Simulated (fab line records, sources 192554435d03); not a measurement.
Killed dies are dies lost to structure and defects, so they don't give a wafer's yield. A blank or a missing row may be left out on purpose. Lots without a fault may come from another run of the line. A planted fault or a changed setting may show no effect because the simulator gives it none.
One fault seen from 2 desks | flow n5_finfet | each desk has only its own numbers; what lay behind them comes last

THE TOOL OWNER'S DESK: litho_track-02
The tool's own readings at N5_BEOL_M2_COAT_76 (time 60 s, resist thk 5 nm): means of the sampled wafers that have a number, for each lot that ran on this tool. A lot is out of limits, marked OUT, if its mean lies more than 4 standard deviations from the usual mean; the brackets give that distance.
Columns: A = heater_power_total_W at N5_BEOL_M2_COAT_76, usual 391.7 W; B = plate_temp_C at N5_BEOL_M2_COAT_76, usual 205.00 C
lot  | first seen here | A               | B
L916 | day 6 17:10     | 391.6           | 204.99
L930 | day 10 22:31    | 351.5 (-33) OUT | 188.04 (-99 or more) OUT
L932 | day 11 01:42    | 349.2 (-35) OUT | 187.89 (-99 or more) OUT
This desk's finding: out of limits on L930, L932; first on L930, day 10 22:31 (heater_power_total_W at N5_BEOL_M2_COAT_76). In limits: L916.

THE METROLOGY DESK
What the gauges read, lot by lot, whatever tool the lot ran on: means of the sampled wafers that have a number. A lot is out of limits, marked OUT, if its mean lies more than 4 standard deviations from the usual mean; the brackets give that distance. Of its 10 readings 7 are shown: those that lie furthest out on some lot.
Columns: A = DIBL_N at N5_BEOL_M4_RC_MEAS_101, usual 36.4 mV/V; B = DIBL_P at N5_BEOL_M4_RC_MEAS_101, usual 36.3 mV/V; C = IOFF_P at N5_BEOL_M4_RC_MEAS_101, usual 0.211 nA/um; D = ION_P at N5_BEOL_M4_RC_MEAS_101, usual 463 uA/um; E = SS_N at N5_BEOL_M4_RC_MEAS_101, usual 71.5 mV/dec; F = VT_N at N5_BEOL_M4_RC_MEAS_101, usual 249.3 mV; G = VT_P at N5_BEOL_M4_RC_MEAS_101, usual -249.9 mV
lot  | first seen here | A    | B    | C     | D   | E    | F     | G
L916 | day 8 05:33     | 35.7 | 34.5 | 0.193 | 470 | 71.1 | 249.2 | -249.6
L932 | day 12 06:08    | 37.7 | 36.0 | 0.206 | 464 | 72.2 | 248.9 | -251.1
L930 | day 12 07:55    | 38.7 | 38.3 | 0.248 | 469 | 71.8 | 246.3 | -247.0
L936 | day 13 08:07    | 38.0 | 38.3 | 0.233 | 467 | 71.8 | 248.2 | -249.4
This desk's finding: nothing out of limits on any of the 4 lots.

PUT TOGETHER
The tool owner's desk could have raised an alarm at day 10 22:31, on L930, L932.
The metrology desk saw nothing out of limits.
The metrology desk has L930, L932 on record, within its limits.
Of the lots named, all ran N5_BEOL_M2_COAT_76 on litho_track-02.

WHAT THE SIMULATOR HAD PUT IN
Process parameter drift: litho_track-02, from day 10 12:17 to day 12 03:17, at N5_BEOL_M2_COAT_76. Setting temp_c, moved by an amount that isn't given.
Lots struck among those shown: L930, L932.
Hours from the fault's start to each desk's first reading out of limits: the tool owner's desk, 10.
